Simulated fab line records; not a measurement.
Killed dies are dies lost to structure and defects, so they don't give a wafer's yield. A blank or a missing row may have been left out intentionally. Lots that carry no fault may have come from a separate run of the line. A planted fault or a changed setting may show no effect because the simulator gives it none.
fab line records | flow n5Finfet
record lots=11 wafers=33 lastDay=17
route steps=1938 shown BEOL_M4@1098 BEOL_M5@1112
lots with no fault: from the same line, run without faults
startH: hours from the record's first day to the start of the lot's first wafer shown | waitH: hours from the lot's prior step to this one | " same as the row above | L1.1+2: one row covering several wafers at once | - no value, or no start given | * or withheld: withheld | < > ~ a bound
route shown NAME@n: NAME is a module with steps in the file, n the number in the route of the first one | usual: average and standard deviation across the fault-free wafers | same: alike in all rows | chamber/n: place in a boat | sites: readings site by site | _std_site: standard deviation across them | _edge_site: the outer-site mean with the inner-site mean subtracted | radiusMm: how far each site lies from the wafer's centre | mask NAME#n: copy n | behind: tool/chamber where the wafer was last shaped | hold: the reason the lot was held/the length of the hold in hours/how it ended | device: transistor that didn't switch, given as n, p or np | end of line: at the end of the route, the tests of the same wafers | where a step has no rows: the recipe by itself | killed: dies that structure and defects cost at the first sort, which is not the same as the wafer's yield | map: a wafer's dies, marking killed ones x, the rest . and places with no die _
set.NAME: the setting the step ran with; set.NAME@STEP: the setting that earlier step ran with | model.NAME: the simulator's own value behind a step, which no gauge read
a sample of lots followed through the steps of the route, with each step as a table and each wafer as a row
services: from which hour (startH, from the record's first day; less than 0 if before it) a tool's chamber was out of use, for how many hours, and why
## steps
# step N5_BEOL_M4_SPUTTER_94
# recipe material=Cu targetThkA=45 tempC=-20 chamberPressurePa=0.07 powerW=withheld timeS=8.29
# usual chamberPressurePa=0.07001/0.00014 throttleValvePct=29.8/1
# columns lot.wafer tool chamber startH waitH chamberPressurePa throttleValvePct
L673.1 pvdSputter-01 - 162.41 0.1 0.06977 28.3
L673.3 " - " " 0.0699 30.3
L673.6 " - " " 0.06997 31.6
L674.1 pvdSputter-03 - 180.94 0.1 0.06983 30.3
L674.4 " - " " 0.06992 28.8
L674.5 " - " " 0.0698 27.8
L680.2 pvdSputter-02 - 197.96 0.1 0.07017 29.2
L680.3 " - " " 0.07002 30.1
L680.6 " - " " 0.06984 30.7
L679.3 pvdSputter-02 - 212.57 0.1 0.07019 30.5
L679.4 " - " " 0.07016 30.1
L679.5 " - " " 0.06997 30.3
L681.3 pvdSputter-01 - 214.31 0.1 0.07003 28.1
L681.5 " - " " 0.07005 30.6
L681.6 " - " " 0.06979 31.6
L682.2 pvdSputter-02 - 216.47 0.1 0.07002 29.3
L682.3 " - " " 0.07011 30.5
L682.5 " - " " 0.07014 30.1
L684.1 pvdSputter-01 - 235.12 0.1 0.06982 30.1
L684.4 " - " " 0.06998 30.4
L684.5 " - " " 0.07 31.8
L687.4 pvdSputter-03 - 240.35 0.1 0.06989 29.1
L687.5 " - " " 0.07011 29.1
L687.6 " - " " 0.07004 29.9
L688.1 pvdSputter-02 - 260.20 0.1 0.07013 30.4
L688.3 " - " " 0.07001 29.4
L688.5 " - " " 0.07006 29.3
L693.1 pvdSputter-02 - 290.71 0.1 0.06982 30.0
L693.4 " - " " 0.07013 30.6
L693.5 " - " " 0.0701 30.0
L694.2 pvdSputter-03 - 294.23 0.1 0.06988 27.5
L694.5 " - " " 0.06992 30.3
L694.6 " - " " 0.06998 29.1
# step N5_BEOL_M4_THK_MEAS_53
# recipe thkMeasGauge=xrf reads=Cu_of_BEOL_M4_ECD_50
# usual M4_THK=40.2/1.5
# columns lot.wafer tool chamber startH waitH M4_THK[nm]
L673.1 filmMetro-02 - 163.41 - 41.6
L673.3 " - " " 40.0
L673.6 " - " " 41.9
L674.1 filmMetro-01 - 182.23 - 41.1
L674.4 " - " " 41.3
L674.5 " - " " 39.3
L680.2 filmMetro-02 - 198.97 - 36.6
L680.3 " - " " 41.5
L680.6 " - " " 40.0
L679.3 filmMetro-02 - 213.58 - 44.4
L679.4 " - " " 40.8
L679.5 " - " " 41.0
L681.3 filmMetro-02 - 215.44 - 41.7
L681.5 " - " " 41.4
L681.6 " - " " 40.4
L682.2 filmMetro-02 - 217.48 - 37.8
L682.3 " - " " 41.8
L682.5 " - " " 38.5
L684.1 filmMetro-02 - 236.14 - 39.8
L684.4 " - " " 40.0
L684.5 " - " " 41.0
L687.4 filmMetro-02 - 241.36 - 41.8
L687.5 " - " " 40.8
L687.6 " - " " 41.0
L688.1 filmMetro-02 - 261.99 - 40.8
L688.3 " - " " 39.1
L688.5 " - " " 42.2
L693.1 filmMetro-01 - 291.72 - 38.9
L693.4 " - " " 39.8
L693.5 " - " " 42.3
L694.2 filmMetro-01 - 295.29 - 37.1
L694.5 " - " " 42.5
L694.6 " - " " 41.8
# step N5_BEOL_M5_ILD_DEP_00
# recipe material=SiCOH_lowk targetThkA=1406.4 tempC=300 precursor=DEMS/porogen pressureTorr=5 rfW=500 timeS=25.9
# usual chamberPressureTorr=5.000/0.012 heaterPowerW=285/38 showerheadPlenumPTorr=5.744/0.021 throttleValvePct=13.9/1.1
# columns lot.wafer tool chamber startH waitH chamberPressureTorr heaterPowerW showerheadPlenumPTorr throttleValvePct
L673.1 pecvd-01 2 164.69 0.8 5.017 279 5.719 15.3
L673.3 " 0 " " 4.992 343 5.782 13.6
L673.6 " 0 " " 4.990 258 5.769 13.6
L674.1 pecvd-02 1 183.52 0.8 4.988 256 5.763 15.6
L674.4 " 1 " " 4.989 249 5.761 15.9
L674.5 " 2 " " 4.981 321 5.725 13.2
L680.2 pecvd-01 0 200.27 0.7 5.012 307 5.757 13.5
L680.3 " 2 " " 5.001 318 5.707 15.4
L680.6 " 2 " " 5.010 316 5.713 15.4
L679.3 pecvd-02 0 214.97 0.5 4.998 287 5.739 13.0
L679.4 " 0 " " 5.007 297 5.748 13.1
L679.5 " 2 " " 5.002 310 5.721 13.0
L681.3 pecvd-02 1 216.83 0.5 4.991 201 5.770 15.5
L681.5 " 0 " " 4.989 300 5.748 13.0
L681.6 " 1 " " 4.981 210 5.790 15.7
L682.2 pecvd-02 1 218.83 0.7 5.013 257 5.769 15.7
L682.3 " 0 " " 4.987 261 5.737 13.0
L682.5 " 1 " " 4.996 256 5.773 15.6
L684.1 pecvd-04 2 237.44 0.8 5.007 215 5.731 13.8
L684.4 " 2 " " 5.000 222 5.734 13.7
L684.5 " 2 " " 4.999 224 5.726 14.0
L687.4 pecvd-02 2 242.88 0.4 5.007 326 5.712 13.1
L687.5 " 1 " " 5.008 229 5.760 15.5
L687.6 " 0 " " 4.980 287 5.752 13.1
L688.1 pecvd-04 2 263.27 0.8 4.992 226 5.746 13.7
L688.3 " 0 " " 4.997 272 5.730 12.9
L688.5 " 1 " " 4.992 311 5.746 13.7
L693.1 pecvd-04 1 292.99 0.8 4.988 270 5.740 13.7
L693.4 " 0 " " 5.001 294 5.715 12.9
L693.5 " 2 " " 5.020 226 5.738 13.9
L694.2 pecvd-01 0 296.70 0.7 5.021 333 5.767 13.9
L694.5 " 0 " " 5.017 271 5.775 13.6
L694.6 " 1 " " 5.001 381 5.743 15.1
# step N5_BEOL_M5_COAT_59
# recipe resist=SOC tempC=250 timeS=60 spinRpm=1500 resistThkNm=60
# usual heaterPowerTotalW=500.3/1.8 plateTempC=250.00/0.17 spinSpeedRpm=1500.1/1.1
# columns lot.wafer tool chamber startH waitH heaterPowerTotalW plateTempC spinSpeedRpm
L673.1 lithoTrack-01 0 166.05 0.1 500.6 250.05 1501.4
L673.3 " 0 " " 500.8 249.90 1499.4
L673.6 " 0 " " 502.4 250.01 1500.7
L674.1 lithoTrack-04 0 185.14 0.1 501.1 249.85 1501.1
L674.4 " 0 " " 498.1 250.01 1499.6
L674.5 " 0 " " 502.5 250.01 1498.0
L680.2 lithoTrack-01 0 201.70 0.1 497.4 250.28 1500.3
L680.3 " 0 " " 503.2 250.20 1497.7
L680.6 " 0 " " 498.6 249.99 1499.9
L679.3 lithoTrack-03 0 217.53 0.1 497.8 249.39 1500.9
L679.4 " 0 " " 502.6 249.47 1501.5
L679.5 " 0 " " 499.1 249.70 1501.1
L681.3 lithoTrack-03 0 217.71 0.1 498.4 249.98 1500.7
L681.5 " 0 " " 502.6 249.69 1502.0
L681.6 " 0 " " 501.1 249.80 1500.4
L682.2 lithoTrack-03 0 220.39 0.1 501.3 249.75 1501.6
L682.3 " 0 " " 501.7 250.01 1499.9
L682.5 " 0 " " 499.7 249.82 1500.9
L684.1 lithoTrack-01 0 238.61 0.1 500.4 250.09 1497.7
L684.4 " 0 " " 503.2 249.71 1500.4
L684.5 " 0 " " 499.7 250.28 1500.7
L687.4 lithoTrack-03 0 245.08 0.1 501.8 249.99 1500.4
L687.5 " 0 " " 501.2 250.30 1500.3
L687.6 " 0 " " 498.7 250.16 1501.2
L688.1 lithoTrack-03 0 266.20 0.1 503.3 249.62 1499.4
L688.3 " 0 " " 501.9 249.84 1498.6
L688.5 " 0 " " 499.4 249.89 1500.6
L693.1 lithoTrack-01 0 294.80 0.1 475.6 240.46 1500.1
L693.4 " 0 " " 477.6 240.71 1500.4
L693.5 " 0 " " 476.2 240.78 1498.7
L694.2 lithoTrack-01 0 300.70 0.1 476.9 240.99 1500.0
L694.5 " 0 " " 476.0 240.58 1500.3
L694.6 " 0 " " 476.1 240.80 1498.1
## services
# columns tool chamber startH hours kind
pecvd-04 0 142.65 15.8 repair
lithoTrack-04 - 148.66 - consumableReplace:filter
pecvd-02 - 156.71 0.9 repair
lithoTrack-03 - 157.79 - consumableReplace:filter
pvdSputter-01 - 166.67 1.7 repair
pecvd-04 1 186.97 5.1 repair
pecvd-01 0 193.17 7.0 repair
pecvd-01 2 202.38 - clean
pecvd-01 2 202.38 - consumableReplace:showerhead
pecvd-01 2 202.38 29.0 scheduledDown
pecvd-01 2 202.38 29.0 ventCycle
pecvd-04 0 213.15 5.5 scheduledDown
pecvd-04 - 216.52 1.1 repair
pecvd-04 0 230.12 17.9 repair
lithoTrack-01 - 249.46 - consumableReplace:filter
pecvd-01 - 270.76 0.9 repair
pvdSputter-03 - 277.53 2.1 repair
pecvd-02 1 292.93 5.5 scheduledDown
## key
firstSign step=N5_BEOL_M5_COAT_59 reading=plateTempC direction=down sigmas=53 usual=* struck=*
effect step=N5_BEOL_M5_COAT_59 reading=heaterPowerTotalW direction=down sigmas=14 usual=* struck=*
metAt N5_BEOL_M5_COAT_59
struckLots L693,L694
notActingAt N5_BEOL_M4_SPUTTER_94,N5_BEOL_M4_THK_MEAS_53,N5_BEOL_M5_ILD_DEP_00
onsetBetween 238.61 294.80
fault kind=processParameterDrift tool=lithoTrack-01 chamber=- onsetH=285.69 steps=N5_BEOL_M5_COAT_59 channel=tempC offset=* shape=step endH=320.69 actsIn=* stated=*
